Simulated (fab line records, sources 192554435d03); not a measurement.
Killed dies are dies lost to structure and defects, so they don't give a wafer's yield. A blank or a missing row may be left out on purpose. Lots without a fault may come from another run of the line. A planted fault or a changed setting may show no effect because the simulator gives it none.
A struck lot beside a sound one | flow n5_finfet | 15 steps out of a route of 1938
Sound: wafers L341.1, L341.2, L341.6. Struck: wafers L355.2, L355.3, L355.5. The cause comes at the end.
At each step with rows: each side's tool, then ch and its chambers, then its first start. Under that, the readings that differ: sound wafers | struck wafers | difference of the means | sigmas: that difference in standard deviations of wafers without a fault.
alike: readings whose means differ by less than 2 such deviations, and words and numbers that are the same on both sides. not compared: withheld readings, readings that some wafer has no value for, bounds like >300 that may hide the same value, and numbers for which the record gives no deviation and whose values overlap.
The two part at a step that has a row with sigmas, a row that says differs or no value, or rows on one side only. Numbers that don't overlap but have no deviation are shown without sigmas and don't part them. A reading that every wafer of one side lacks parts them only if that side has two wafers or more.

first, 5 steps without rows for these wafers: N5_BEOL_M1_ALD_84 (deposits TaN, pulse time 2 s, purge time 3 s, co reactant purge time 2 s); N5_BEOL_M1_SURFACE_TREAT_85; N5_BEOL_M1_CVD_47 (deposits Co from CCTBA/H2, target thk 3 nm, time 223.8 s); N5_BEOL_M1_SPUTTER_48 (material Cu, target thk 4.5 nm, time 8.29 s); N5_BEOL_M1_ANNEAL_49 (time 240 s).
N5_BEOL_M1_SPUTTER_79: material Cu, target thk 4.5 nm, time 8.29 s.
  sound on pvd_sputter-03, day 6 07:01; struck on pvd_sputter-02, day 10 00:24
  alike: chuck_sensor_temp_C, susceptor_temp_C, throttle_valve_pct
N5_BEOL_M1_ANNEAL_80: time 240 s.
  sound on pvd_sputter-03, day 6 07:06; struck on pvd_sputter-02, day 10 00:29
  alike: heater_power_w, susceptor_temp_C
then, 2 steps without rows for these wafers: N5_BEOL_M1_SPUTTER_81 (material Cu, target thk 4.5 nm, time 8.29 s); N5_BEOL_M1_ANNEAL_82 (time 240 s).
N5_BEOL_M1_SPUTTER_86: material Cu, target thk 4.5 nm, time 8.29 s.
  sound on pvd_sputter-03, day 6 07:28; struck on pvd_sputter-02, day 10 00:50
  alike: chuck_sensor_temp_C, susceptor_temp_C, throttle_valve_pct
N5_BEOL_M1_ANNEAL_87: time 240 s.
  sound on pvd_sputter-03, day 6 07:32; struck on pvd_sputter-02, day 10 00:55
  alike: heater_power_w, susceptor_temp_C
N5_BEOL_M1_SPUTTER_88: material Cu, target thk 4.5 nm, time 8.29 s.
  sound on pvd_sputter-03, day 6 07:41; struck on pvd_sputter-02, day 10 01:04
  alike: chuck_sensor_temp_C, susceptor_temp_C, throttle_valve_pct
N5_BEOL_M1_ANNEAL_89: time 240 s.
  sound on pvd_sputter-03, day 6 07:46; struck on pvd_sputter-02, day 10 01:08
  no value came back on the struck wafers for heater_power_w (W), susceptor_temp_C (C); on the sound wafers heater_power_w (W) reads 747 859 726
then, 1 step without rows for these wafers: N5_BEOL_M1_SPUTTER_90 (material Cu, target thk 4.5 nm, time 8.29 s).
N5_BEOL_M4_RC_MEAS_101:
  sound on prober-02 ch 0, day 7 12:01; struck on prober-02 ch 0, day 11 15:24
  reading        | sound             | struck            | difference | sigmas
  IOFF_N (nA/um) | 0.116 0.142 0.120 | 0.207 0.164 0.158 | +0.050     | +2
  VT_N (mV)      | 252.8 247.7 252.5 | 242.1 247.9 246.3 | -5.6       | -2
  alike: DIBL_N, DIBL_P, IOFF_P, ION_N, ION_P, SS_N, SS_P, VT_P

WHERE THEY PART
First at N5_BEOL_M1_ANNEAL_89; last, within this record, at N5_BEOL_M4_RC_MEAS_101.

WHY: what the simulator had put in
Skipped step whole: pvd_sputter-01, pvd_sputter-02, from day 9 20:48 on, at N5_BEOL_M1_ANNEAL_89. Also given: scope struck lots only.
